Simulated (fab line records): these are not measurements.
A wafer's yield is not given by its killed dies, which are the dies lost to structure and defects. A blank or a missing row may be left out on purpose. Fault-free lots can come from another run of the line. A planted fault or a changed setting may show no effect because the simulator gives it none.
Chamber matching + flow n5_finfet + rie_diel-03 running N5_BEOL_M8_VIA_ETCH_34: 4 sister chambers
The step etches SiCOH lowk in C4F6/O2, target depth 125.5 nm, time 50.5 s. 16 wafers are shown with their chamber, then 8 later ones without.

WAFERS WITH THEIR CHAMBER
| wafer  | chamber | showerhead_plenum_p_Torr (Torr) | rf_vpp_V (V) | throttle_valve_pct (%) |
|--------|---------|---------------------------------|--------------|------------------------|
| L074.2 | 1       | 3.02                            | 663          | 20.59                  |
| L074.3 | 2       | 2.74                            | 653          | 21.04                  |
| L074.5 | 1       | 3.02                            | 662          | 20.59                  |
| L082.2 | 0       | 2.73                            | 685          | 20.90                  |
| L082.4 | 3       | 2.96                            | 653          | 20.70                  |
| L082.5 | 1       | 3.01                            | 663          | 20.62                  |
| L088.2 | 0       | 2.72                            | 687          | 20.94                  |
| L088.3 | 3       | 2.96                            | 652          | 20.69                  |
| L088.5 | 3       | 2.96                            | 651          | 20.72                  |
| L089.1 | 0       | 2.72                            | 685          | 20.93                  |
| L089.3 | 3       | 2.96                            | 651          | 20.72                  |
| L089.4 | 2       | 2.73                            | 653          | 21.07                  |
| L093.2 | 0       | 2.72                            | 685          | 20.93                  |
| L093.3 | 3       | 2.96                            | 652          | 20.71                  |
| L093.5 | 2       | 2.73                            | 653          | 21.09                  |
| L090.4 | 0       | 2.72                            | 687          | 20.94                  |

SIGNATURES (means of the wafers above)
| reading                  | chamber 0 | chamber 1 | chamber 2 | chamber 3 | scatter within a chamber |
|--------------------------|-----------|-----------|-----------|-----------|--------------------------|
| showerhead_plenum_p_Torr | 2.7220    | 3.0167    | 2.7333    | 2.9600    | 0.00422                  |
| rf_vpp_V                 | 685.80    | 662.67    | 653.00    | 651.80    | 0.83                     |
| throttle_valve_pct       | 20.9280   | 20.6000   | 21.0667   | 20.7080   | 0.0174                   |
Rule: a wafer lies at a distance from a chamber equal to the root of the sum of squares, over the readings, of (its reading less the chamber's mean, divided by the reading's scatter). The wafer belongs to the nearest chamber; if the next one is less than 2 further off, it can't be placed. The scatter: take each reading less its chamber's mean, square it, sum over the shown wafers, divide by the number of wafers less the number of chambers, and take the root.

WAFERS WITHOUT THEIR CHAMBER
| wafer  | showerhead_plenum_p_Torr (Torr) | rf_vpp_V (V) | throttle_valve_pct (%) |
|--------|---------------------------------|--------------|------------------------|
| L090.5 | 2.72                            | 686          | 20.94                  |
| L090.6 | 3.00                            | 663          | 20.65                  |
| L092.4 | 3.00                            | 663          | 20.65                  |
| L092.5 | 2.72                            | 686          | 20.94                  |
| L092.6 | 3.00                            | 663          | 20.67                  |
| L097.1 | 2.72                            | 653          | 21.11                  |
| L097.3 | 2.95                            | 650          | 20.74                  |
| L097.5 | 2.72                            | 653          | 21.11                  |

WHICH CHAMBER EACH WENT THROUGH
| wafer  | from the rows above | in truth |
|--------|---------------------|----------|
| L090.5 | 0                   | 0        |
| L090.6 | 1                   | 1        |
| L092.4 | 1                   | 1        |
| L092.5 | 0                   | 0        |
| L092.6 | 1                   | 1        |
| L097.1 | 2                   | 2        |
| L097.3 | 3                   | 3        |
| L097.5 | 2                   | 2        |
Correct placement for 8 of the 8. Can't be placed from these rows: 0. Number placed wrongly: 0.
